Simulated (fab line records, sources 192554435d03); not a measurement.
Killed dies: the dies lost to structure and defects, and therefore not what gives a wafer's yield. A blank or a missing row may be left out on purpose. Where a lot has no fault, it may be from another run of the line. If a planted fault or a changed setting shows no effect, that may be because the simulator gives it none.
Struck lot and sound lot, side by side || flow n5_finfet || 25 out of 1938 route steps
Sound: these wafers, L228.1, L228.3, L228.5. Wafers L219.2, L219.5, L219.6 were the ones struck. The cause is given at the end.
Order at every step that has rows: each side's tool, ch and its chambers, its first start. Under that, the readings that differ: sound wafers || struck wafers || difference of the means || sigmas: that difference in standard deviations of wafers without a fault.
alike: readings with means less than 2 such deviations apart, plus words and numbers identical on both sides. not compared: withheld readings, readings lacking a value on some wafer, bounds such as >300 that could conceal the same value, and numbers that have no deviation in the record and whose values overlap.
Wherever a step has rows on one side only, a row that says differs or no value, or a row with sigmas, the two part there. Non-overlapping numbers with no deviation appear without sigmas and do not part them. A reading that every wafer of one side lacks parts them only if that side has two wafers or more.

first, 11 steps without rows for these wafers: N5_MOL_CONTACT_COAG_STRIP_93 (strips in N2/H2); N5_MOL_CONTACT_COAG_ETCHBACK_135 (etches SiO2 in CHF3, target depth 25 nm, time 16.7 s); N5_MOL_CONTACT_COAG_STRIP_118 (strips in CHF3); N5_MOL_CONTACT_COAG_VIA_ETCH_46 (etches SiO2 in C4F6/O2, target depth 46 nm, overetch 9.2 nm, time 40 s); N5_MOL_CONTACT_COAG_STRIP_96 (strips in N2/H2); N5_MOL_CONTACT_COAG_ETCH_47 (etches SiNx in CH3F/O2, stops on W, target depth 27 nm); N5_MOL_CONTACT_COAG_STRIP_119 (strips in N2/H2, time 30 s); N5_MOL_CONTACT_COAG_PRECLEAN_144 (cleans in alkaline clean, time 60 s); N5_MOL_CONTACT_COAG_SRD_145 (time 30 s); N5_MOL_CONTACT_COAG_COAT_62 (time 60 s, resist thk 60 nm); N5_MOL_CONTACT_COAG_COAT_63 (time 60 s, resist thk 10 nm).
N5_MOL_CONTACT_COAG_COAT_64: time 60 s, resist thk 10 nm.
  sound on litho_track-05 ch 0, day 10 14:34; struck on litho_track-01 ch 0, day 8 10:05
{"reading": "dispense_pressure_kPa (kPa)", "sound": "58.2 58.2 58.2", "struck": "52.2 52.2 52.2", "difference": -6.0, "sigmas": -2}
{"reading": "spin_speed_rpm (rpm)", "sound": "1500.1 1499.9 1498.1", "struck": "1655.1 1656.0 1655.7", "difference": "+156.2", "sigmas": "+99 or more"}
{"reading": "model.underlayer_of_MOL_CONTACT_COAG_COAT_64.thk_nm (nm)", "sound": "10 10 10", "struck": "9.6 9.6 9.6", "difference": -0.4, "sigmas": ""}
then, 7 steps without rows for these wafers: N5_MOL_CONTACT_COAG_COAT_34 (resist thk 40 nm); N5_MOL_CONTACT_COAG_EBR_36; N5_MOL_CONTACT_COAG_SOFTBAKE_35 (time 60 s); N5_MOL_CONTACT_COAG_EXPOSE_37 (exposes mask VD, defocus 0 nm); N5_MOL_CONTACT_COAG_PEB_38 (peb time 60 s); N5_MOL_CONTACT_COAG_DEVELOP_39 (develop time 30 s); N5_MOL_CONTACT_COAG_DESCUM_45 (chemistry O2, time 7 s).
N5_MOL_CONTACT_COAG_ETCH_65: etches underlayer in N2/H2, target depth 13 nm, time 10.4 s.
  sound on rie_diel-03 ch 0,2,3, day 10 15:00; struck on rie_diel-03 ch 0,1, day 8 11:11
{"reading": "model.CAR-EUV_of_MOL_CONTACT_COAG_COAT_34.thk_nm (nm)", "sound": "24.6 24.8 24.6", "struck": "25.4 25.4 25.4", "difference": "+0.7", "sigmas": ""}
{"reading": "model.etch.depth_nm (nm)", "sound": "10.03 9.979 10.04", "struck": "9.554 9.554 9.575", "difference": -0.455, "sigmas": ""}
  alike: drypump_motor_current_A, etch_rf_on_time_s, n2_flow_sccm, oes_product_au, rf_vpp_V, showerhead_plenum_p_Torr, throttle_valve_pct
  not compared: rf_hours_counter_h
then, 2 steps without rows for these wafers: N5_MOL_CONTACT_COAG_ETCH_66 (etches SiARC in CF4, target depth 13 nm, time 21.7 s); N5_MOL_CONTACT_COAG_ALD_133 (deposits SiO2, target thk 5 nm, pulse time 1 s, co reactant pulse time 1 s).
N5_MOL_CONTACT_COAG_ETCHBACK_134: etches SiO2 in CHF3, target depth 10 nm, time 6.7 s.
  sound on rie_diel-06 ch 0,1, day 10 15:18; struck on rie_diel-03 ch 0,2,3, day 8 11:31
{"reading": "model.CAR-EUV_of_MOL_CONTACT_COAG_COAT_34.thk_nm (nm)", "sound": "15.4 15.6 15.4", "struck": "16.2 16.4 16.2", "difference": "+0.8", "sigmas": ""}
  alike: drypump_motor_current_A, mfc_ar_sccm, oes_product_au, rf_vpp_V, showerhead_plenum_p_Torr, throttle_valve_pct
  not compared: rf_hours_counter_h
then, 1 step without rows for these wafers: N5_MOL_CONTACT_COAG_ETCH_67 (etches SOC in N2/H2, target depth 60 nm, overetch 21 nm, time 101.2 s).
-- record jumps: 3 days separate the struck wafers' starts on either side; left off in module MOL_CONTACT_COAG, taken up again in module BEOL_M4, whose first shown step is the route's number 1111 --
N5_BEOL_M4_RC_MEAS_101:
  sound on prober-02 ch 0, day 13 23:56; struck on prober-01 ch 0, day 11 13:02
  alike: DIBL_N, DIBL_P, IOFF_N, IOFF_P, ION_N, ION_P, SS_N, SS_P, VT_N, VT_P

WHERE THEY PART
Only at N5_MOL_CONTACT_COAG_COAT_64, as far as this record shows. Later steps at which nothing parts them and some readings are alike: N5_MOL_CONTACT_COAG_ETCH_65, N5_MOL_CONTACT_COAG_ETCHBACK_134, N5_BEOL_M4_RC_MEAS_101.

WHY: what had been put in by the simulator
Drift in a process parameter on litho_track-01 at N5_MOL_CONTACT_COAG_COAT_64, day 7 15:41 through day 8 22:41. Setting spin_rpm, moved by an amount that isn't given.
